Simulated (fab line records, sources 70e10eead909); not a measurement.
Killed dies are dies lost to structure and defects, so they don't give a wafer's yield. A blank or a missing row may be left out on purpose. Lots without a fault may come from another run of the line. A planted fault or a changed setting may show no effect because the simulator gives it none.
fab line records | flow nand_harc
record lots=6 wafers=18 last_day=33
route steps=1302 shown A_SGD_CUT@911 A_SLIT@922 END@1302
lots that met no fault: from a run of the same line without faults
start_h: hours from the record's first day to the start of the lot's first wafer shown | wait_h: hours since the lot's step before | " the same as in the row above | L1.1+2: a row that stands for several wafers | - no value, or no start given | * or withheld: withheld | < > ~ a bound
route shown NAME@n: a module of which the file shows steps, and the number in the route of the first | usual: mean/standard deviation of fault-free wafers | same: alike in all rows | chamber/n: place in a boat | sites: the reading at each site | _std_site: their standard deviation | _edge_site: outer sites' mean less inner sites' | radius_mm: how far each site lies from the wafer's centre | mask NAME#n: copy n | behind: the tool/chamber that last shaped the wafer | hold: why the lot was held/for how many hours/how that ended | device: the transistor (n, p or np) that didn't switch | end of line: the same wafers' tests at the end of the route | a step without rows: its recipe alone | killed: dies lost to structure and defects at the first sort, not the wafer's yield | map: a wafer's dies, x killed, . not, _ none there
set.NAME: the setting as run; set.NAME@STEP: as run at that earlier step | model.NAME: the simulator's own value behind a step, which no gauge read
lots at some steps of the route; a table a step, a row a wafer
services: from which hour (start_h, from the record's first day; less than 0 if before it) a tool's chamber was out of use, for how many hours, and why
## steps
# step NHARC_A_SGD_CUT_PRECLEAN_18
# recipe time_s=* temp_c=50 bath_age_min=0 chemistry=SC1
# step NHARC_A_SGD_CUT_SRD_19
# step NHARC_A_SGD_CUT_DEP_20
# recipe target_thk_a=1500 temp_c=65 material=SiO2
# step NHARC_A_SGD_CUT_ANNEAL_27
# recipe temp_c=450 time_s=1800
# step NHARC_A_SGD_CUT_CMP_21
# recipe target_thk_nm=148.19
# step NHARC_A_SGD_CUT_THK_MEAS_22
# recipe thk_meas_gauge=ellipsometry
# usual thk_nm=148.0/1.7
# columns lot.wafer tool chamber start_h wait_h thk_nm
L680.1 film_metro-02 - 505.93 0.2 145.4
L680.3 " - " " 150.8
L680.5 " - " " 147.3
L684.2 film_metro-01 - 514.27 0.2 148.9
L684.3 " - " " 146.9
L684.6 " - " " 148.4
L690.2 film_metro-02 - 611.11 0.2 149.0
L690.4 " - " " 147.7
L690.6 " - " " 146.9
L693.1 film_metro-02 - 626.98 0.2 148.9
L693.2 " - " " 149.4
L693.3 " - " " 148.5
L694.1 film_metro-01 - 627.04 0.2 145.9
L694.2 " - " " 145.8
L694.3 " - " " 146.2
L698.2 film_metro-01 - 661.37 0.2 148.0
L698.3 " - " " 149.3
L698.5 " - " " 149.8
# step NHARC_A_SGD_CUT_SRD_23
# step NHARC_A_SGD_CUT_ETCH_26
# recipe target_depth_a=458 chemistry=dHF material=SiO2
# step NHARC_A_SGD_CUT_ETCHBACK_24
# recipe target_depth_a=500 over_etch_frac=0.3 time_s=92.857 ion_energy_ev=120 ch3f_flow_sccm=50 o2_flow_sccm=30 ar_flow_sccm=200 rf_w=500 bias_w=100 chemistry=CH3F/O2
# usual drypump_motor_current_A=5.7/0.42 oes_product_au=0.98/0.034 rf_vpp_V=244.2/1.3 showerhead_plenum_p_Torr=2.45/0.066 throttle_valve_pct=20.663/0.0089
# same over_etch_frac=0.3
# columns lot.wafer tool chamber start_h wait_h drypump_motor_current_A oes_product_au rf_hours_counter_h rf_vpp_V showerhead_plenum_p_Torr throttle_valve_pct
L680.3 rie_diel-13 2 506.17 0.2 5.4 0.91 11 243.3 2.39 20.667
L680.1 " 0 " " 5.5 0.92 11 245.2 2.51 20.664
L680.5 " 1 " " 6.4 0.93 - 244.0 2.39 20.676
L684.3 rie_diel-13 3 514.52 0.2 5.1 0.97 12 244.7 2.43 20.653
L684.2 " 0 " " 5.5 1.00 12 245.9 2.51 20.681
L684.6 " 2 " " 5.4 0.98 - 242.6 2.39 20.658
L690.2 rie_diel-10 0 611.36 0.1 5.6 1.01 0 244.9 2.52 20.677
L690.4 " 3 " " 6.4 0.99 - 247.1 2.56 20.657
L690.6 " 1 " " 5.4 0.99 - 242.8 2.43 20.650
L693.1 rie_diel-13 0 627.20 0.1 5.5 0.93 11 246.1 2.51 20.665
L693.3 " 1 " " 6.4 0.95 11 242.9 2.39 20.662
L693.2 " 2 " " 5.4 0.96 7 243.3 2.38 20.656
L694.1 rie_diel-10 0 627.27 0.1 5.6 1.02 1 244.9 2.52 20.658
L694.2 " 1 " " 5.4 0.99 1 243.6 2.43 20.676
L694.3 " 3 " " 6.4 1.02 1 245.4 2.56 20.669
L698.2 rie_diel-07 1 661.59 0.1 5.2 1.00 0 243.1 2.45 20.662
L698.3 " 3 " " 5.3 1.01 0 244.1 2.48 20.672
L698.5 " 2 " " 5.9 1.01 - 244.1 2.43 20.660
# step NHARC_A_SGD_CUT_STRIP_28
# recipe time_s=20 o2_flow_sccm=500 ar_flow_sccm=0 bias_w=0 chemistry=O2
# step NHARC_A_SGD_CUT_INSPECT_25
# usual raw_defect_count=392/83
# columns lot.wafer tool chamber start_h wait_h raw_defect_count
L680.1 defect_inspect-01 - 506.39 - 616
L680.3 " - " " 447
L680.5 " - " " 380
L684.2 defect_inspect-01 - 514.73 - 334
L684.3 " - " " 358
L684.6 " - " " 319
L690.2 defect_inspect-01 - 611.61 - 503
L690.4 " - " " 402
L690.6 " - " " 459
L693.1 defect_inspect-02 - 627.44 - 450
L693.2 " - " " 391
L693.3 " - " " 455
L694.1 defect_inspect-01 - 627.55 - 334
L694.2 " - " " 495
L694.3 " - " " 334
L698.2 defect_inspect-02 - 661.83 - 311
L698.3 " - " " 285
L698.5 " - " " 314
# step NHARC_A_SLIT_DEP_25
# recipe target_thk_a=2000 temp_c=400 pressure_torr=6.5 rf_w=900 teos_flow_sccm=161.4 flow_sccm=2650 target_thk_nm=200 gas=O2 material=SiO2
# step NHARC_A_SLIT_DEP_00
# recipe target_thk_a=62000 temp_c=400 material=aC
# usual throttle_valve_pct=34.999/0.0097
# columns lot.wafer tool chamber start_h wait_h throttle_valve_pct
L680.1 acl_dep-01 0 508.08 - 35.003
L680.3 " 0 509.34 - 34.988
L680.5 " 0 510.60 - 35.000
L684.2 acl_dep-01 0 516.04 - 34.999
L684.3 " 0 " " 34.993
L684.6 " 0 518.53 - 34.990
L690.2 acl_dep-01 0 614.81 - 34.992
L690.4 " 0 616.08 - 35.014
L690.6 " 0 617.34 - 34.982
L693.1 acl_dep-02 0 628.81 - 35.003
L693.2 " 0 " " 35.013
L693.3 " 0 " " 35.003
L694.1 acl_dep-03 0 629.91 - 34.982
L694.2 " 0 " " 35.022
L694.3 " 0 " " 34.987
L698.2 acl_dep-02 0 664.74 - 34.996
L698.3 " 0 " " 34.992
L698.5 " 0 666.67 - 34.989
# step NHARC_A_SLIT_DEP_23
# recipe target_thk_a=1000 target_thk_nm=100 temp_c=400 pressure_torr=3.5 flow_sccm=200 rf_w=350 material=SiON
# step NHARC_A_SLIT_DEHYDRATE_01
# recipe temp_c=150 time_s=120
# step NHARC_A_SLIT_HMDS_02
# recipe time_s=30
# step NHARC_A_SLIT_COAT_03
# recipe spin_rpm=1500 resist_thk_nm=90
# step NHARC_A_SLIT_SOFTBAKE_04
# recipe temp_c=105 time_s=55
# step NHARC_A_SLIT_EBR_05
# step NHARC_A_SLIT_EXPOSE_06
# recipe na=1.35 dose_mj=60.82 mask_id=SLIT
# step NHARC_A_SLIT_PEB_07
# recipe peb_temp_c=100 peb_time_s=65
# step NHARC_A_SLIT_DEVELOP_08
# recipe develop_time_s=35 dev_temp_c=23
# step NHARC_A_SLIT_CD_MEAS_09
# recipe target_cd_nm=300 landing_energy_ev=500
# usual cd_nm=299.9/0.72
# columns lot.wafer tool chamber start_h wait_h cd_nm
L680.1 cd_sem-03 0 512.57 - 299.2
L680.3 " 0 " " 300.9
L680.5 " 0 " " 299.6
L684.2 cd_sem-01 0 519.73 - 299.3
L684.3 " 0 " " 299.9
L684.6 " 0 " " 299.0
L690.2 cd_sem-02 0 618.74 - 300.0
L690.4 " 0 " " 299.8
L690.6 " 0 " " 300.9
L693.1 cd_sem-02 0 633.34 - 299.1
L693.2 " 0 " " 298.8
L693.3 " 0 " " 299.9
L694.1 cd_sem-03 0 634.39 - 300.7
L694.2 " 0 " " 299.6
L694.3 " 0 " " 301.0
L698.2 cd_sem-02 0 668.69 - 299.8
L698.3 " 0 " " 300.2
L698.5 " 0 " " 299.3
# step NHARC_A_SLIT_OVL_MEAS_10
# usual overlay_x_nm=-0.2/0.89 overlay_y_nm=0.0/0.79
# columns lot.wafer tool chamber start_h wait_h overlay_x_nm overlay_y_nm
L680.1 overlay-02 - 512.66 - -1.0 0.8
L680.3 " - " " -0.4 0.5
L680.5 " - " " -0.7 0.8
L684.2 overlay-02 - 519.82 - -1.1 0.3
L684.3 " - " " -1.5 0.6
L684.6 " - " " -0.7 1.1
L690.2 overlay-01 - 618.82 - -0.5 1.2
L690.4 " - " " -0.8 0.9
L690.6 " - " " -0.6 1.4
L693.1 overlay-01 - 633.43 - 0.6 0.1
L693.2 " - " " 0.9 -0.6
L693.3 " - " " 0.4 -0.1
L694.1 overlay-01 - 634.48 - 0.2 0.5
L694.2 " - " " 0.0 -0.2
L694.3 " - " " 0.3 -0.2
L698.2 overlay-01 - 668.78 - -0.5 -0.3
L698.3 " - " " -0.6 -0.9
L698.5 " - " " -0.5 0.0
# step NHARC_A_SLIT_INSPECT_11
# usual raw_defect_count=67/31
# columns lot.wafer tool chamber start_h wait_h raw_defect_count
L680.1 defect_inspect-02 - 512.69 0.0 77
L680.3 " - " " 86
L680.5 " - " " 76
L684.2 defect_inspect-02 - 519.85 0.0 124
L684.3 " - " " 119
L684.6 " - " " 118
L690.2 defect_inspect-02 - 618.86 0.0 98
L690.4 " - " " 104
L690.6 " - " " 105
L693.1 defect_inspect-01 - 633.47 0.0 113
L693.2 " - " " 84
L693.3 " - " " 90
L694.1 defect_inspect-02 - 634.51 0.0 32
L694.2 " - " " 34
L694.3 " - " " 23
L698.2 defect_inspect-01 - 668.81 0.0 74
L698.3 " - " " 75
L698.5 " - " " 77
# step NHARC_A_SLIT_DESCUM_14
# recipe time_s=3 o2_flow_sccm=200 ar_flow_sccm=0 bias_power_w=0 chemistry=O2
# step NHARC_A_SLIT_ETCH_24
# recipe target_depth_a=1210 time_s=60.5 cf4_flow_sccm=100 chf3_flow_sccm=30 ar_flow_sccm=0 rf_w=500 bias_w=200 chemistry=CF4/CHF3
# step NHARC_A_SLIT_ETCH_15
# recipe target_depth_a=62000 over_etch_frac=0.3 time_s=1612 ion_energy_ev=150 o2_flow_sccm=400 cos_flow_sccm=20 ar_flow_sccm=0 rf_w=500 bias_w=300 chemistry=O2/COS
# usual drypump_motor_current_A=5.6/0.54 oes_product_au=1.002/0.014 rf_vpp_V=315.7/1.8 showerhead_plenum_p_Torr=3.23/0.11 throttle_valve_pct=28.330/0.01
# same over_etch_frac=0.3
# columns lot.wafer tool chamber start_h wait_h drypump_motor_current_A oes_product_au rf_hours_counter_h rf_vpp_V showerhead_plenum_p_Torr throttle_valve_pct
L680.3 rie_diel-03 3 - - 5.7 1.009 2.6 316.3 3.32 28.350
L680.1 " 1 " " 6.2 1.000 2.9 312.1 2.96 28.322
L680.5 " 3 " " 5.6 1.000 - 317.6 3.32 28.326
L684.2 rie_diel-11 0 - - 5.6 0.996 3.8 313.5 3.14 28.332
L684.3 " 3 " " 5.5 1.009 3.9 315.3 3.31 28.341
L684.6 " 1 " " 4.9 0.961 - 315.9 3.22 28.320
L690.2 rie_diel-03 3 - - 5.7 1.012 8.9 316.9 3.32 28.322
L690.4 " 2 " " 5.5 1.005 8.9 315.1 3.23 28.349
L690.6 " 0 " " 5.2 1.006 - 317.1 3.28 28.335
L693.3 rie_diel-11 0 - - 5.6 1.018 1.4 314.7 3.14 28.347
L693.1 " 2 " " 6.6 0.985 1.2 315.1 3.05 28.321
L693.2 " 3 " " 5.5 0.998 1.3 317.0 3.31 28.321
L694.3 rie_diel-04 2 - - 5.8 1.018 5.2 317.1 3.28 28.327
L694.1 " 3 " " 6.3 1.016 5.1 316.7 3.30 28.335
L694.2 " 0 " " 5.4 1.005 5.7 316.0 3.33 28.346
L698.3 rie_diel-04 0 - - 5.4 1.004 7.6 318.4 3.33 28.319
L698.2 " 2 " " 5.8 1.004 7.5 316.1 3.28 28.332
L698.5 " 3 " " 6.3 1.014 - 315.8 3.29 28.345
# step NHARC_A_SLIT_ETCH_17
# recipe bias_v=900 source_w=withheld pressure_mtorr=20 ar_flow_sccm=375 c4f8_flow_sccm=83.3 o2_flow_sccm=41.7 time_s=4254.5 target_depth_a=2.03e+05 chemistry=C4F8/O2/Ar
# step NHARC_A_SLIT_ETCH_26
# recipe bias_v=400 source_w=2000 pressure_mtorr=25 time_s=90 ar_flow_sccm=375 c4f8_flow_sccm=41.7 o2_flow_sccm=83.3 target_depth_a=4000 chemistry=C4F8/O2/Ar
# usual drypump_motor_current_A=5.29/0.19 showerhead_plenum_p_Torr=3.78/0.17 throttle_valve_pct=27.619/0.009
# columns lot.wafer tool chamber start_h wait_h drypump_motor_current_A rf_hours_counter_h showerhead_plenum_p_Torr throttle_valve_pct
L680.1 har_etch-02 1 518.27 3.0 5.29 72 3.94 27.623
L680.3 " 0 " " 5.44 - 3.94 27.622
L680.5 " 0 " " 5.46 - 3.94 27.616
L684.2 har_etch-01 1 524.78 2.4 4.94 290 3.66 27.618
L684.3 " 1 " " 4.93 - 3.66 27.617
L684.6 " 1 " " 4.93 - 3.66 27.637
L690.2 har_etch-02 0 623.85 3.1 5.47 133 3.90 27.615
L690.4 " 1 " " 5.26 - 3.90 27.613
L690.6 " 1 " " 5.27 - 3.90 27.624
L693.1 har_etch-02 0 638.39 3.0 5.48 137 3.90 27.608
L693.2 " 1 " " 5.25 137 3.90 27.617
L693.3 " 0 " " 5.48 - 3.90 27.640
L694.1 har_etch-01 0 639.45 3.0 5.40 355 3.53 27.640
L694.2 " 1 " " 4.94 355 3.62 27.610
L694.3 " 0 " " 5.40 - 3.52 27.624
L698.2 har_etch-02 1 682.86 2.5 5.31 171 3.88 27.634
L698.3 " 0 " " 5.46 - 3.88 27.619
L698.5 " 1 " " 5.26 - 3.88 27.619
# step NHARC_A_SLIT_STRIP_28
# recipe o2_flow_sccm=400 cos_flow_sccm=20 ar_flow_sccm=0 bias_w=0 chemistry=O2/COS
# step NHARC_A_SLIT_ETCH_29
# recipe target_depth_a=1000 overetch_a=100 time_s=55 ion_energy_ev=100 cf4_flow_sccm=80 o2_flow_sccm=20 ar_flow_sccm=0 rf_w=300 bias_w=100 chemistry=CF4/O2
# usual drypump_motor_current_A=5.6/0.53 oes_product_au=1.002/0.013 rf_vpp_V=199.0/1.3 showerhead_plenum_p_Torr=1.39/0.043 throttle_valve_pct=13.396/0.0092
# columns lot.wafer tool chamber start_h wait_h drypump_motor_current_A oes_product_au rf_hours_counter_h rf_vpp_V showerhead_plenum_p_Torr throttle_valve_pct
L680.3 rie_diel-04 2 519.16 0.1 5.8 1.018 9.0 199.5 1.41 13.397
L680.1 " 0 " " 5.4 1.008 9.5 201.1 1.43 13.403
L680.5 " 2 " " 5.8 1.025 - 199.6 1.41 13.392
L684.3 rie_diel-04 3 525.64 0.1 6.3 1.010 8.8 198.6 1.41 13.413
L684.2 " 0 " " 5.4 1.010 9.6 199.9 1.43 13.397
L684.6 " 3 " " 6.3 1.000 - 199.8 1.41 13.401
L690.2 rie_diel-11 2 624.73 0.1 6.6 0.986 0.3 199.1 1.30 13.401
L690.4 " 3 " " 5.5 0.993 0.3 200.0 1.42 13.403
L690.6 " 3 " " 5.5 0.993 - 199.6 1.42 13.408
L693.1 rie_diel-11 3 639.28 0.1 5.5 0.992 1.7 199.4 1.42 13.399
L693.2 " 0 " " 5.6 1.019 2.3 198.7 1.34 13.387
L693.3 " 1 " " 4.9 0.973 2.2 198.2 1.37 13.395
L694.1 rie_diel-04 2 640.33 0.1 5.8 1.011 6.4 198.6 1.41 13.407
L694.3 " 0 " " 5.4 1.000 6.6 201.3 1.43 13.412
L694.2 " 1 " " 4.7 1.024 7.0 199.7 1.42 13.410
L698.2 rie_diel-11 3 683.71 0.1 5.5 0.996 3.8 198.9 1.42 13.370
L698.3 " 1 " " 4.9 0.985 5.3 198.1 1.37 13.411
L698.5 " 3 " " 5.5 1.015 - 200.1 1.42 13.409
# step NHARC_A_SLIT_STRIP_18
# recipe o2_flow_sccm=500 ar_flow_sccm=0 bias_w=0 chemistry=O2
# usual drypump_motor_current_A=5.6/0.55 oes_product_au=0.999/0.014 rf_vpp_V=58.1/0.95 showerhead_plenum_p_Torr=3.66/0.12 throttle_valve_pct=17.036/0.0086
# columns lot.wafer tool chamber start_h wait_h drypump_motor_current_A oes_product_au rf_hours_counter_h rf_vpp_V showerhead_plenum_p_Torr throttle_valve_pct
L680.3 rie_diel-04 2 - - 5.8 1.026 9.1 58.8 3.71 17.056
L680.1 " 1 " " 4.7 0.974 9.9 58.2 3.75 17.031
L680.5 " 3 " " 6.3 0.996 - 57.7 3.73 17.033
L684.3 rie_diel-04 2 - - 5.8 1.008 9.3 57.8 3.71 17.035
L684.2 " 3 " " 6.3 1.009 8.9 59.7 3.73 17.054
L684.6 " 1 " " 4.7 0.986 - 57.1 3.75 17.029
L690.2 rie_diel-11 3 - - 5.5 0.993 0.4 59.5 3.74 17.045
L690.4 " 0 " " 5.7 1.014 0.6 57.9 3.55 17.027
L690.6 " 2 " " 6.6 0.986 - 57.8 3.45 17.035
L693.3 rie_diel-11 3 - - 5.5 0.984 1.8 58.4 3.74 17.047
L693.1 " 0 " " 5.6 1.011 2.3 58.5 3.55 17.032
L693.2 " 1 " " 4.9 0.965 2.2 58.0 3.63 17.035
L694.1 rie_diel-04 0 - - 5.4 1.006 6.6 60.0 3.76 17.056
L694.3 " 1 " " 4.7 1.014 7.0 58.8 3.75 17.028
L694.2 " 2 " " 5.8 1.009 6.4 58.8 3.71 17.028
L698.3 rie_diel-11 0 - - 5.6 1.004 4.9 58.1 3.55 17.043
L698.2 " 3 " " 5.5 1.000 3.9 58.3 3.73 17.035
L698.5 " 1 " " 4.9 0.971 - 58.9 3.63 17.038
# step NHARC_A_SLIT_PRECLEAN_19
# recipe time_s=* temp_c=50 bath_age_min=0 chemistry=SC1
# step NHARC_A_SLIT_SRD_20
# step NHARC_A_SLIT_CD_MEAS_21
# usual cd_nm=289.7/1.2
# columns lot.wafer tool chamber start_h wait_h cd_nm
L680.1 cd_sem-03 - 519.69 - 287.8
L680.3 " - " " 288.9
L680.5 " - " " 289.4
L684.2 cd_sem-03 - 526.18 - 288.0
L684.3 " - " " 289.7
L684.6 " - " " 289.7
L690.2 cd_sem-03 - 625.27 - 290.5
L690.4 " - " " 289.8
L690.6 " - " " 289.9
L693.1 cd_sem-01 - 639.81 - 289.6
L693.2 " - " " 290.3
L693.3 " - " " 289.8
L694.1 cd_sem-01 - 640.86 - 289.9
L694.2 " - " " 290.9
L694.3 " - " " 289.3
L698.2 cd_sem-01 - 684.25 - 289.0
L698.3 " - " " 290.1
L698.5 " - " " 289.9
# step NHARC_END_SORT_01
# recipe temp_c=25
# usual killed_at_array=64/20 killed_at_other=0.7/1.1 killed_at_periphery=3.6/2.7 killed_dies=68/20 killed_open=2.8/1.9 killed_short=2.3/1.5
# same gross_dies=677
# columns lot.wafer tool chamber start_h wait_h killed_at_array killed_at_other killed_at_periphery killed_dies killed_open killed_short
L680.1 prober-02 0 637.71 2.5 610 0 3 613 5 3
L680.3 prober-02 0 639.32 3.1 612 0 1 613 4 0
L680.5 prober-02 0 640.93 3.7 624 0 1 625 6 1
L684.2 prober-01 0 638.46 2.8 557 1 2 560 2 5
L684.3 prober-01 0 639.26 3.1 570 0 7 577 0 3
L684.6 prober-01 0 641.66 4.0 590 1 1 592 3 1
L690.2 prober-02 0 731.44 2.8 74 0 2 76 1 2
L690.4 prober-02 0 733.04 3.4 84 0 1 85 3 1
L690.6 prober-02 0 734.65 4.0 84 0 0 84 3 3
L693.1 prober-01 0 746.02 2.5 78 0 4 82 1 1
L693.2 prober-01 0 746.82 2.8 71 0 5 76 2 1
L693.3 prober-01 0 747.62 3.1 87 0 2 89 2 1
# killed by level:class
L680.1 A_SLIT:area_dep=549 A_CHANNEL_HOLE_D1:chamber_film_flake=32 A_CHANNEL_HOLE_D2:chamber_film_flake=13 A_WL_FILL:chamber_film_flake=3 A_STAIRCASE:chamber_film_flake=2 A_CONTACT:chamber_film_flake=2 A_M1:chamber_film_flake=2 P_STI:geometric_particle:open=1
L684.2 A_SLIT:area_dep=451 A_CHANNEL_HOLE_D1:chamber_film_flake=36 A_CHANNEL_HOLE_D2:chamber_film_flake=33 A_SLIT:chamber_film_flake=24 A_WL_FILL:chamber_film_flake=4 A_ONON_D1:geometric_particle:short=1 A_CHANNEL_FILL_D1:geometric_particle:short=1 A_CHANNEL_FILL_D1:geometric_particle:open=1
L684.3 A_SLIT:area_dep=460 A_CHANNEL_HOLE_D1:chamber_film_flake=37 A_CHANNEL_HOLE_D2:chamber_film_flake=35 A_SLIT:chamber_film_flake=26 P_BONDPAD:chamber_film_flake=6 A_STAIRCASE:chamber_film_flake=4 A_ONON_D1:geometric_particle:short=3 A_CONTACT:chamber_film_flake=3
L680.3 A_SLIT:area_dep=553 A_CHANNEL_HOLE_D1:chamber_film_flake=36 A_CHANNEL_HOLE_D2:chamber_film_flake=13 A_CONTACT:chamber_film_flake=3 A_CHANNEL_FILL_D1:geometric_particle:open=2 A_M0:geometric_particle:open=2 A_CHANNEL_FILL_D1:chamber_film_flake=2 P_GATE:chamber_film_flake=1
L680.5 A_SLIT:area_dep=573 A_CHANNEL_HOLE_D1:chamber_film_flake=32 A_CHANNEL_HOLE_D2:chamber_film_flake=7 A_CHANNEL_FILL_D1:chamber_film_flake=2 A_CHANNEL_FILL_D1:geometric_particle:short=1 A_CHANNEL_FILL_D1:geometric_particle:open=1 A_ONON_D2:geometric_particle:open=1 A_SLIT:geometric_particle:open=1
L684.6 A_SLIT:area_dep=497 A_SLIT:chamber_film_flake=31 A_CHANNEL_HOLE_D2:chamber_film_flake=27 A_CHANNEL_HOLE_D1:chamber_film_flake=24 A_CONTACT:chamber_film_flake=3 A_STAIRCASE:chamber_film_flake=2 A_ONON_D2:geometric_particle:short=1 A_CHANNEL_FILL_D2:geometric_particle:open=1
L690.2 A_CHANNEL_HOLE_D1:chamber_film_flake=30 A_CHANNEL_HOLE_D2:chamber_film_flake=22 A_CONTACT:chamber_film_flake=6 A_SGD_CUT:chamber_film_flake=4 A_SLIT:chamber_film_flake=3 A_STAIRCASE:chamber_film_flake=3 A_ZERO_WELL:chamber_film_flake=2 A_DECK1_JOINT:chamber_film_flake=2
L690.4 A_CHANNEL_HOLE_D1:chamber_film_flake=36 A_CHANNEL_HOLE_D2:chamber_film_flake=24 A_CONTACT:chamber_film_flake=9 A_STAIRCASE:chamber_film_flake=6 A_SGD_CUT:chamber_film_flake=4 P_CONTACT:geometric_particle:open=1 A_CHANNEL_FILL_D2:geometric_particle:short=1 A_CHANNEL_FILL_D2:geometric_particle:open=1
L690.6 A_CHANNEL_HOLE_D1:chamber_film_flake=36 A_CHANNEL_HOLE_D2:chamber_film_flake=20 A_CONTACT:chamber_film_flake=10 A_SLIT:chamber_film_flake=6 A_DECK1_JOINT:geometric_particle:open=3 A_STAIRCASE:chamber_film_flake=3 A_SGD_CUT:chamber_film_flake=2 A_ONON_D2:geometric_particle:short=1
L693.1 A_CHANNEL_HOLE_D1:chamber_film_flake=31 A_CHANNEL_HOLE_D2:chamber_film_flake=29 A_CONTACT:chamber_film_flake=7 A_STAIRCASE:chamber_film_flake=6 P_GATE:chamber_film_flake=2 A_SLIT:chamber_film_flake=2 A_CHANNEL_FILL_D2:chamber_film_flake=2 P_M0:geometric_particle:open=1
L693.2 A_CHANNEL_HOLE_D1:chamber_film_flake=27 A_CHANNEL_HOLE_D2:chamber_film_flake=24 A_WL_FILL:chamber_film_flake=6 A_CONTACT:chamber_film_flake=6 A_SLIT:chamber_film_flake=5 P_BONDPAD:chamber_film_flake=2 A_STAIRCASE:chamber_film_flake=2 P_GATE:geometric_particle:open=1
L693.3 A_CHANNEL_HOLE_D1:chamber_film_flake=35 A_CHANNEL_HOLE_D2:chamber_film_flake=28 A_CONTACT:chamber_film_flake=12 A_SLIT:chamber_film_flake=6 P_STI:chamber_film_flake=2 A_WL_FILL:chamber_film_flake=2 A_ONON_D1:geometric_particle:short=1 A_DECK1_JOINT:geometric_particle:open=1
# map L680.5 (x killed, . not)
____________x____________
_________xxxxxxx_________
_______xxxxxxxxxxx_______
______xxxxxxxxxxxxx______
_____xxxxxxxxxxxxxxx_____
____xxxxxxxxxxxxxxxxx____
____xxxxxxxxxxxxxxxxx____
___xxxxxxxxxxxxxxxxxxx___
___xxx.xxxxxxxxxxxxxxx___
__xx.xxxx.xxxxxxxxxxxxx__
__xxxxxxxxxxxxxxxxxxxxx__
_xxxxxxxxxxxx.xxxxxxxxxx_
_xxxxxxxxxxx.xxxxxxxxxxx_
_xxxxxxxxxxx.xxxxxxxxx.x_
_xxxxxxxxxxxxxxxxxxxxxxx_
_xxxxxxxxxxxxx.xxxxxxxxx_
xxxxxxxxxx.xxxxxx.xxxxxxx
xxxxx.xxxxxxxxxxxxxxxxxxx
xxxxxxxx.xxx.xxxxxxxxxxxx
xxxxxx.xxx.xxxxxxxxxxxxxx
xxxxxxxxxxxxxxxxxxxxxxxxx
_xxx.xxxxxxxxxxxxxxxxxxx_
_xxxxx.x.xxxxxx.xxxxxxxx_
_xxxx.xxxx.xxxxxxxxxxxxx_
_xxxxxxxx.xxxxxxxxxxxxxx_
_x..xxxxxxxxx.xxxxxxxxxx_
__.xxxxxxxxxx..xxxxxxxx__
__xxxx.x...xxxxxxxx.xxx__
___.xxxxxxxxx.xxxxx..x___
___xxxxxxx.xxxxxxxxxxx___
____xxxxxxxxxxxxxxx.x____
____xx.xxxx.xxxxxx.xx____
_____xxxxxxxxxxx..xx_____
______..x..xxxxxxxx______
_______x..x.xx.xxx_______
_________xxxxxxx_________
____________x____________
# map L684.6 (x killed, . not)
____________.____________
_________.....xx_________
_______..xxxxxx.x._______
______.xxxxxxxx.x.x______
_____..xxxxxxxxxxxxx_____
____..xxxxxxxxxxxxxxx____
____xx.xxxxxxxxxxxx..____
___x.xxxxxxxxxxxxxxxxx___
___xxxxxxxxxxxxxxxxxxx___
__xxxxxxxxxxxxxxxxxxxxx__
__xxxxxxxxxxxxxxxxxxxxx__
_.xxxxxxxxxxxxxxxxxxxxxx_
_xxxxxxxxxxxxxxxxxxxx.x._
_..xxxxxxxxxxxxxxxxxxxx._
_xxxxxxxxxxxxxxxxxxxx.xx_
_xxxxxxxxxxxxxxxxxxxxxx._
.xxxxxxxxxxxxxxxxxxxxxxxx
xx.xxxxxxxxxxxxxxxxxxxxxx
xxxx.xxxxxxxxxxxxxxxxxx..
x.x.xxxxxxxxxxxxxxxxxxxxx
x.xxxxxxxxxxxxxxxxxxxxxx.
_.xxxxxxxxxxxxxxxxxxxxxx_
_.xxxxxxxxxxxxxxxxxxxxxx_
_xxxxxxxxxxxxxxxxxxxxx.x_
_xxxxxxxxxxxxxxxxxxxxx.x_
_.xxxxxxxxxxxxxxxxxx.xx._
__.xxxxxxxxxxxxxxxxxxxx__
__...xx.xxxxxxxxxxxx.xx__
___xxxxxxxxxxxxxxxxxxx___
___xxxxxxxxxxxxxxxxxxx___
____..xxxxxxxxxxxxx.x____
____.xx..xxxxxxxxx...____
_____.x.x.xx.xxxxxxx_____
______..x.x..xx....______
_______...x.x..xx._______
_________.x...x._________
____________x____________
## services
# columns tool chamber start_h hours kind
rie_diel-11 - 498.38 18.5 repair
rie_diel-13 - 519.03 9.0 pm
rie_diel-11 2 520.48 8.3 repair
rie_diel-04 - 531.90 9.0 pm
rie_diel-10 - 534.92 1.6 repair
acl_dep-02 - 540.91 10.6 repair
rie_diel-11 2 550.39 5.2 repair
acl_dep-01 - 555.00 13.0 pm
rie_diel-13 2 557.99 32.2 repair
rie_diel-13 - 578.30 0.2 repair
rie_diel-10 3 585.46 3.2 repair
rie_diel-11 3 593.15 1.6 repair
rie_diel-10 - 596.50 9.0 pm
acl_dep-02 - 608.36 13.0 pm
rie_diel-04 2 609.18 3.8 repair
rie_diel-11 - 609.50 9.0 pm
rie_diel-10 2 621.59 7.9 repair
rie_diel-03 - 635.30 9.0 pm
rie_diel-13 3 645.19 5.3 repair
rie_diel-03 3 645.45 1.9 repair
har_etch-02 - 645.61 8.0 repair
rie_diel-04 - 657.09 0.8 repair
har_etch-01 - 659.75 14.1 repair
har_etch-01 - 676.88 1.0 repair
## key
first_sign step=NHARC_END_SORT_01 reading=killed_dies direction=up sigmas=27 usual=68 struck=597
effect step=NHARC_END_SORT_01 reading=killed_at_array direction=up sigmas=27 usual=64 struck=594
more_kills_born_at NHARC_A_SLIT_DEP_00@acl_dep-01=3083
met_at NHARC_A_SLIT_DEP_00
struck_wafers L680.1,L680.3,L680.5,L684.2,L684.3,L684.6
later_rows_left_out L680.1,L680.3,L680.5,L684.2,L684.3,L684.6
tester_left_out L680,L684
fault kind=process_parameter_drift tool=acl_dep-01 chamber=- onset_h=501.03 steps=NHARC_A_SLIT_DEP_00 channel=target_thk_a offset=* shape=step end_h=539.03 acts_in=* stated=*
# tester_left_out: of these lots the tester's yield and bins aren't shown, on N5 and GAA mostly nor the transistor test; their killed dies are dies lost to structure and defects alone, not to doping, threshold or leakage, so they don't give the yield
# later_rows_left_out: the simulator's readings of these wafers behind a module that went badly wrong aren't trusted and aren't shown, but for the sort
